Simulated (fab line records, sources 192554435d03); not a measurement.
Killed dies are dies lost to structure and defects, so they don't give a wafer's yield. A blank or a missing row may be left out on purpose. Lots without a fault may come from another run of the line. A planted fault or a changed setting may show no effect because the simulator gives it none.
Which tool did it? | flow n5_finfet | 11 lots, 32 wafers sampled, at 1 step of a route of 1938

WHAT THE GAUGES READ, wafer by wafer
N5_SD_EPI_N_INSPECT_26: inspects for defects (darkfield).
lot  | measured    | on                | raw_defect_count
L253 | day 3 05:42 | defect_inspect-02 | 241 170 256
L254 | day 3 11:05 | defect_inspect-01 | 236 140 190
L255 | day 3 21:13 | defect_inspect-02 | 159 142 121
L256 | day 3 22:04 | defect_inspect-01 | 203 248 226
L258 | day 4 10:38 | defect_inspect-01 | 214 184
L260 | day 4 23:28 | defect_inspect-02 | 227 195 244
L266 | day 6 13:09 | defect_inspect-01 | 224 211 188
L268 | day 6 23:40 | defect_inspect-01 | 225 242 230
L271 | day 7 18:19 | defect_inspect-02 | 282 295 252
L275 | day 8 20:11 | defect_inspect-01 | 226 236 206
L276 | day 8 22:34 | defect_inspect-01 | 225 215 293

WHICH TOOL RAN EACH LOT (tool, then ch and the chambers of the sampled wafers, then the start)
The record holds no process step before these readings.

THE ANSWER, worked out from the rows above alone
Rule: what is usual is taken from the lots themselves. Put in order of their means at a reading, lots are off if they are a third of the lots or fewer, leave a main group of 4 or more, and stand apart from it by a gap of 3 or more times the standard deviation of the main group's means; of several such gaps the widest counts. A main group whose means are all the same, to the digits that the tables above print for the reading, isn't used. A lot without any number at a reading at which 4 lots or more have one is off too. The other lots that the step has rows for count as sound.
No lot is off at any reading shown: from this, nothing can be told.

WHAT THE SIMULATOR HAD PUT IN
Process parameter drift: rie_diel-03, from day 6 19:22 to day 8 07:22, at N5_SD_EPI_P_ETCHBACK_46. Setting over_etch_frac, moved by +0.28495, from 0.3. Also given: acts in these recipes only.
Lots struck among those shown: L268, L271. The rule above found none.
